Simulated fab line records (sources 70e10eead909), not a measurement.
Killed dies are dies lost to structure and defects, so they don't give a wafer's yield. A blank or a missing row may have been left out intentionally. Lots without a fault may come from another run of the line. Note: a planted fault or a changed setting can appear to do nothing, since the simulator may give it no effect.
Which of the tools did it?    flow nand_harc    11 lots with 33 wafers sampled at 5 steps, on a route of 1302 steps

## WHAT THE GAUGES SHOWED, per wafer
NHARC_P_M1_OVL_MEAS_10: pitch 260 nm. Usual: overlay_x_nm -0.1 nm, standard deviation 0.86; overlay_y_nm 0.2 nm, standard deviation 0.66.
lot   measured      on          overlay_x_nm (nm)  overlay_y_nm (nm)  flag
L148  day 6 15:08   overlay-02  0.4 0.2 0.6        0.5 1.2 1.2        
L150  day 7 05:38   overlay-02  -0.6 -0.9 -1.2     -0.8 -1.0 -1.1     
L152  day 8 05:59   overlay-01  -0.8 -0.9 -0.3     1.2 1.0 0.0        
L153  day 8 16:56   overlay-01  -0.3 0.4 0.0       0.6 -0.3 -0.3      
L154  day 8 22:25   overlay-02  1.1 1.3 0.9        1.0 0.9 0.5        
L157  day 10 13:08  overlay-01  -0.5 -0.3 -0.4     -0.1 -0.4 0.0      
L162  day 12 08:37  overlay-02  -1.6 -1.1 -1.2     0.6 0.8 0.5        
L161  day 12 09:32  overlay-02  -0.5 0.0 0.0       0.1 -0.5 -0.4      
L163  day 13 03:41  overlay-01  0.3 0.0 0.4        0.6 -0.4 0.1       
L164  day 13 11:03  overlay-02  1.4 1.7 1.6        0.5 0.8 1.2        
L165  day 13 12:53  overlay-02  0.9 0.6 0.2        -0.4 0.1 -0.3      

NHARC_P_M1_INSPECT_27. Usual: raw_defect_count reads 319 (standard deviation 120).
lot   measured      on                 raw_defect_count  flag
L148  day 6 17:49   defect_inspect-01  164 216 420       
L150  day 7 08:46   defect_inspect-02  595 699 702       
L152  day 8 08:40   defect_inspect-02  259 370 230       
L153  day 8 22:20   defect_inspect-02  329 291 290       
L154  day 9 01:07   defect_inspect-01  255 522 212       
L157  day 10 15:51  defect_inspect-02  198 343 582       
L162  day 12 11:47  defect_inspect-02  413 465 253       
L161  day 12 12:13  defect_inspect-02  275 232 202       
L163  day 13 06:25  defect_inspect-02  294 340 376       
L164  day 13 13:43  defect_inspect-01  211 192 159       
L165  day 13 15:33  defect_inspect-02  285 120 149       

NHARC_END_SORT_01. Usual: defect_limited_yield 91.4 %, standard deviation 2.7; killed_at_array 53, standard deviation 18; killed_at_other 1.0, standard deviation 1.2; killed_at_periphery 3.6, standard deviation 2.4; killed_dies 58, standard deviation 18; killed_open 3.4, standard deviation 1.8; killed_short 2.3, standard deviation 1.5; sort_bin_2_pct 3.1 %, standard deviation 1.2; sort_bin_3_pct 0.7 %, standard deviation 0.39; sort_bin_4_pct 4.8 %, standard deviation 1.6; sort_n_pass 619, standard deviation 18; sort_rim_yield_pct 88 %, standard deviation 4.1; sort_yield_pct 91.4 %, standard deviation 2.7.
lot   measured      on         defect_limited_yield (%)  killed_at_array  killed_at_other  killed_at_periphery  killed_dies  killed_open  killed_short  sort_bin_2_pct (%)  sort_bin_3_pct (%)  sort_bin_4_pct (%)  sort_n_pass  sort_rim_yield_pct (%)  sort_yield_pct (%)  flag
L148  day 24 19:35  prober-01  88.0 87.4 85.8            76 76 88         0 1 1            5 8 7                81 85 96     4 3 7        4 2 1         4.6 5.8 5.0         0.9 0.4 1.0         6.5 6.4 8.1         596 592 581  92 82 85                88.0 87.4 85.8      
L150  day 26 13:32  prober-01  94.2 95.0 94.7            35 29 32         0 1 0            4 4 4                39 34 36     6 4 8        1 1 1         1.2 2.1 1.5         0.9 0.4 0.6         3.7 2.5 3.2         638 643 641  87 89 90                94.2 95.0 94.7      
L152  day 26 19:24  prober-02  94.4 92.9 93.4            34 43 38         3 3 2            1 2 5                38 48 45     2 3 4        1 5 4         2.4 2.7 1.8         0.6 0 0.9           2.7 4.4 4.0         639 629 632  93 92 91                94.4 92.9 93.4      
L153  day 27 21:28  prober-01  88.6 90.8 90.1            72 61 65         0 0 0            5 1 2                77 62 67     4 2 4        1 1 1         5.0 3.7 3.2         0.9 0.7 0.7         5.5 4.7 5.9         600 615 610  85 88 89                88.6 90.8 90.1      
L154  day 27 09:52  prober-02  93.2 92.2 93.5            41 48 39         1 0 0            4 5 5                46 53 44     3 5 2        2 2 3         2.5 3.1 2.8         0.4 0.1 0.3         3.8 4.6 3.4         631 624 633  88 97 96                93.2 92.2 93.5      
L157  day 28 05:55  prober-01  86.9 87.3 86.3            84 80 89         2 3 1            3 3 3                89 86 93     2 5 2        1 6 2         5.2 4.3 5.8         0.6 0.7 1.2         7.4 7.7 6.8         588 591 584  82 87 83                86.9 87.3 86.3      
L162  day 30 21:44  prober-02  87.3 90.8 87.4            73 52 75         0 0 1            13 10 9              86 62 85     2 3 3        2 4 8         3.5 3.2 4.6         0.9 1.0 0.6         8.3 4.9 7.4         591 615 592  89 90 91                87.3 90.8 87.4      
L161  day 30 21:41  prober-01  87.7 86.3 88.3            71 84 74         1 2 0            11 7 5               83 93 79     4 5 2        2 2 2         4.3 4.4 4.1         1.2 1.3 0.7         6.8 8.0 6.8         594 584 598  88 77 90                87.7 86.3 88.3      
L163  day 31 12:55  prober-01  93.5 93.8 93.5            41 36 40         2 2 1            1 4 3                44 42 44     3 4 5        0 2 4         1.9 2.5 2.1         0.3 0.6 0.4         4.3 3.1 4.0         633 635 633  88 93 87                93.5 93.8 93.5      
L164  day 31 12:59  prober-02  94.5 94.4 95.7            35 34 27         0 1 1            2 3 1                37 38 29     5 0 2        1 2 0         1.3 2.1 1.8         0.4 0.3 0           3.7 3.2 2.5         640 639 648  92 92 91                94.5 94.4 95.7      
L165  day 31 20:47  prober-02  90.0 90.0 87.1            62 66 85         0 0 0            6 2 2                68 68 87     5 2 4        2 5 4         3.4 4.4 4.6         0.4 1.2 0.6         6.2 4.4 7.7         609 609 590  84 83 81                90.0 90.0 87.1      

## WHICH TOOL RAN EACH LOT (tool, then ch and the chambers of the sampled wafers, then the start)
lot   NHARC_P_M1_ETCH_35                  NHARC_P_M1_ETCH_28
L148  rie_diel-07 ch 1,2,3, day 6 15:19   rie_diel-04 ch 0,1, day 6 15:51
L150  rie_diel-04 ch 0,1,2, day 7 05:49   rie_diel-07 ch 0,2, day 7 06:49
L152  rie_diel-04 ch 0,1,3, day 8 06:11   rie_diel-04 ch 0,1,2, day 8 06:43
L153  rie_diel-13 ch 0,1,3, day 8 17:07   rie_diel-13 ch 2,3, day 8 20:24
L154  rie_diel-04 ch 1,3, day 8 22:37     rie_diel-07 ch 1,2, day 8 23:09
L157  rie_diel-04 ch 0,1,3, day 10 13:19  rie_diel-07 ch 0,1,2, day 10 13:53
L162  rie_diel-07 ch 1,2, day 12 09:19    rie_diel-04 ch 0,1,2, day 12 09:51
L161  rie_diel-07 ch 0,1,3, day 12 09:44  rie_diel-07 ch 0,2,3, day 12 10:16
L163  rie_diel-07 ch 0,1,2, day 13 03:52  rie_diel-04 ch 1,2, day 13 04:27
L164  rie_diel-04 ch 0,3, day 13 11:14    rie_diel-13 ch 1,3, day 13 11:46
L165  rie_diel-04 ch 0,1,2, day 13 13:04  rie_diel-13 ch 0,1,3, day 13 13:36
- NHARC_P_M1_ETCH_35: etches the open film in N2/H2, target depth 40 nm, overetch 12 nm, time 43.94 s.
- NHARC_P_M1_ETCH_28: etches the open film in CF4/N2, target depth 30 nm, time 72.99 s.

## WHAT THE TOOLS THEMSELVES READ (means of the sampled wafers that have a number; where no wafer has one, the mark that the record gives instead)
NHARC_P_M1_ETCH_35. Usual: bias_w 150.0 W, standard deviation 0.44; drypump_motor_current_A 5.7 A, standard deviation 0.51; oes_product_au 1.000 a.u., standard deviation 0.01; rf_vpp_V 430.2 V, standard deviation 2.5; showerhead_plenum_p_Torr 2.03 Torr, standard deviation 0.086; throttle_valve_pct 14.171 %, standard deviation 0.0091.
lot   tool         bias_w (W)  drypump_motor_current_A (A)  oes_product_au (a.u.)  rf_vpp_V (V)  showerhead_plenum_p_Torr (Torr)  throttle_valve_pct (%)  flag
L148  rie_diel-07  149.8       5.8                          0.998                  430.6         2.04                             14.177                  
L150  rie_diel-04  150.2       5.4                          0.992                  431.7         2.08                             14.166                  
L152  rie_diel-04  149.7       5.7                          1.004                  430.0         2.06                             14.177                  
L153  rie_diel-13  150.2       6.0                          1.006                  430.3         2.04                             14.173                  
L154  rie_diel-04  149.9       6.0                          1.007                  431.3         2.06                             14.171                  
L157  rie_diel-04  149.9       5.7                          0.989                  431.2         2.06                             14.174                  
L162  rie_diel-07  149.7       5.4                          1.000                  428.0         1.96                             14.163                  
L161  rie_diel-07  149.7       5.9                          1.004                  429.8         2.04                             14.171                  
L163  rie_diel-07  149.8       5.6                          0.995                  428.9         1.96                             14.172                  
L164  rie_diel-04  150.3       6.0                          1.004                  429.9         2.00                             14.172                  
L165  rie_diel-04  149.7       5.4                          0.986                  432.2         2.08                             14.170                  

NHARC_P_M1_ETCH_28. Usual: bias_w 100.0 W, standard deviation 0.3; drypump_motor_current_A 5.7 A, standard deviation 0.5; oes_product_au 0.998 a.u., standard deviation 0.01; rf_vpp_V 313.8 V, standard deviation 1.8; showerhead_plenum_p_Torr 2.61 Torr, standard deviation 0.098; throttle_valve_pct 19.794 %, standard deviation 0.0088.
lot   tool         bias_w (W)  drypump_motor_current_A (A)  oes_product_au (a.u.)  rf_vpp_V (V)  showerhead_plenum_p_Torr (Torr)  throttle_valve_pct (%)  flag
L148  rie_diel-04  100.0       5.4                          0.991                  315.4         2.71                             19.789                  
L150  rie_diel-07  99.9        5.7                          0.988                  312.2         2.55                             19.796                  
L152  rie_diel-04  100.2       5.4                          0.999                  315.2         2.68                             19.789                  
L153  rie_diel-13  99.8        5.3                          1.007                  313.4         2.60                             19.804                  
L154  rie_diel-07  99.8        5.4                          1.001                  312.3         2.54                             19.801                  
L157  rie_diel-07  100.2       5.6                          0.995                  313.2         2.54                             19.802                  
L162  rie_diel-04  100.1       5.4                          0.944                  314.9         2.67                             19.796                  OFF
L161  rie_diel-07  100.1       6.0                          0.999                  314.2         2.63                             19.792                  
L163  rie_diel-04  100.4       5.6                          0.944                  315.5         2.67                             19.800                  OFF
L164  rie_diel-13  99.9        5.7                          0.989                  314.8         2.64                             19.799                  
L165  rie_diel-13  100.0       6.0                          1.008                  314.1         2.61                             19.799                  

## THE ANSWER, worked out from the rows above alone
Rule: a lot counts as off when the mean over its wafers that have a number is more than 3 standard deviations away from the usual mean. A lot without any number at a reading at which 4 lots or more have one is off too. The other lots that the step has rows for count as sound. The gauges are gone through in route order, then the tools' own readings, and for those a lot's mean is taken as printed above. The first step at which some lot is off is used, and at that step the reading that is off furthest; a lot without a number counts as furthest.
Off at NHARC_P_M1_ETCH_28 (oes_product_au): L162, L163.
A tool fits if, at that step or a process step before it, it ran every lot that is off, and no sound lot after the first of them. One candidate fits, namely rie_diel-04 at NHARC_P_M1_ETCH_28. Its last sound lot is L152 (day 8 06:43), its first lot that is off L162 (day 12 09:51): a fault that began between those two fits.
The tool's own readings at NHARC_P_M1_ETCH_28 bear it out: on the lots that are off they differ by more than 5 times the standard deviation of the sound lots' means. oes_product_au reads 0.944 a.u. there against 0.997 a.u. on the sound lots.

## WHAT THE SIMULATOR PUT IN
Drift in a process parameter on rie_diel-04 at NHARC_P_M1_ETCH_28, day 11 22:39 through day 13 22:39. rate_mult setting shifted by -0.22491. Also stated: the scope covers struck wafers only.
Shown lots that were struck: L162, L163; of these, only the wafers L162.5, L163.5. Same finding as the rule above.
